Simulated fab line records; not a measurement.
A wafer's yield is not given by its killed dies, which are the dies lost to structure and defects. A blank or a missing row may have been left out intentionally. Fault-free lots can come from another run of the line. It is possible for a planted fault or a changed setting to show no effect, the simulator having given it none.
Matching of chambers    flow n5Finfet    N5_HKMG_FIN_ETCH_32 on rieDiel-05: 4 sister chambers
The step etches SOC in N2/H2, target depth 240 nm, time 300 s. 4 wafers are shown with their chamber, then 7 later ones without.

## WAFERS WITH THEIR CHAMBER
wafer   chamber  showerheadPlenumPTorr (Torr)
L077.4  0        2.41
L083.4  2        2.61
L086.1  1        2.66
L086.5  3        2.51

## WAFERS WITHOUT THEIR CHAMBER
wafer   showerheadPlenumPTorr (Torr)
L086.6  2.60
L092.2  2.51
L092.4  2.66
L092.5  2.51
L096.1  2.59
L096.3  2.65
L096.6  2.71

## WHICH CHAMBER EACH WENT THROUGH
wafer    from the rows above       in truth
L086.6   2                         2
L092.2   3                         3
L092.4   1                         1
L092.5   3                         3
L096.1   2                         2
L096.3   can't be placed: 1 or 2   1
L096.6   1                         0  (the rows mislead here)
5 of 7 placed correctly. These rows do not allow placing 1 (true chamber among the candidates in 1). 1 placed wrongly.
How it was worked out, from the rows above alone: a wafer's distance from a chamber is the root of the sum, over the readings, of the square of ((its reading less the chamber's mean) divided by the reading's scatter). If the next closest chamber is less than 2 further off than the closest, the wafer can't be placed; otherwise it belongs to the closest. A chamber's mean is the mean of its shown wafers. The scatter: root of mean squared gap, hidden wafer to nearest shown wafer, with one shown wafer a chamber.
